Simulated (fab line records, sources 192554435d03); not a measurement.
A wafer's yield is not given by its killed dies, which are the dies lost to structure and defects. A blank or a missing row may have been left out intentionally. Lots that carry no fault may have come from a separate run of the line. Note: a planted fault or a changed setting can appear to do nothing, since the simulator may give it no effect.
2 desks, one fault :: flow n5-finfet :: what lay behind the numbers comes last; until then each desk has only its own

== FROM THE METROLOGY DESK ==
Means of the sampled wafers that have a number, per lot and without regard to the tool the lot ran on: this is what the gauges read. If a lot's mean is further than 4 standard deviations from the usual mean, the lot is out of limits and carries the mark OUT (the distance appears in the brackets).
Columns: A = M10_ILD_THK at N5_BEOL_M10_THK_MEAS_01, usual 268 nm
lot: L869
first seen here: day 11 00:53
A: 268

lot: L868
first seen here: day 11 03:53
A: 267

lot: L871
first seen here: day 11 17:28
A: 270

lot: L872
first seen here: day 11 23:06
A: 267

lot: L882
first seen here: day 13 17:36
A: 272

lot: L879
first seen here: day 13 21:29
A: 270

lot: L880
first seen here: day 14 08:22
A: 266

lot: L884
first seen here: day 15 03:14
A: 266

lot: L889
first seen here: day 16 00:49
A: 271

lot: L891
first seen here: day 17 00:04
A: 270
Result from this desk: across the 10 lots, nothing is out of limits.

== FOR THE TOOL OWNER'S DESK: pecvd-03 ==
The tool's own readings at N5_BEOL_M10_ILD_DEP_00 (deposits SiCOH lowk from DEMS/porogen, target thk 308.51 nm, time 58 s): means of the sampled wafers that have a number, for each lot that ran on this tool. If a lot's mean is further than 4 standard deviations from the usual mean, the lot is out of limits and carries the mark OUT (the distance appears in the brackets).
Columns: A = heater-power-w at N5_BEOL_M10_ILD_DEP_00, usual 351 W; B = showerhead-plenum-p-Torr at N5_BEOL_M10_ILD_DEP_00, usual 5.737 Torr; C = susceptor-temp-C at N5_BEOL_M10_ILD_DEP_00, usual 299.98 C; D = throttle-valve-pct at N5_BEOL_M10_ILD_DEP_00, usual 14.2 %
lot: L868
first seen here: day 11 03:18
A: 336
B: 5.725
C: 299.81
D: 13.9

lot: L871
first seen here: day 11 16:53
A: 276
B: 5.744
C: 299.76
D: 13.9

lot: L882
first seen here: day 13 17:01
A: 319
B: 5.729
C: 297.98 (-10) OUT
D: 14.1

lot: L879
first seen here: day 13 20:53
A: 342
B: 5.724
C: 297.92 (-10) OUT
D: 14.3

lot: L891
first seen here: day 16 23:26
A: 368
B: 5.757
C: 299.84
D: 14.7
This desk's verdict: out of limits on L879, L882, starting with L882 at day 13 17:01 (susceptor-temp-C at N5_BEOL_M10_ILD_DEP_00). Within limits: L868, L871, L891.

== BROUGHT TOGETHER ==
The tool owner's desk could have raised an alarm at day 13 17:01, on L879, L882.
From the metrology desk's view, nothing was out of limits.
The metrology desk holds a record of L879, L882, inside its limits.
On pecvd-03, each named lot ran N5_BEOL_M10_ILD_DEP_00.

== WHAT HAD BEEN PUT IN BY THE SIMULATOR ==
pecvd-03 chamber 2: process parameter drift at N5_BEOL_M10_ILD_DEP_00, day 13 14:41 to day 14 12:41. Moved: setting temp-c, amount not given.
Lots struck among those shown: L879, L882.
Each desk's first reading out of limits, in hours after the fault started: the tool owner's desk, 2.
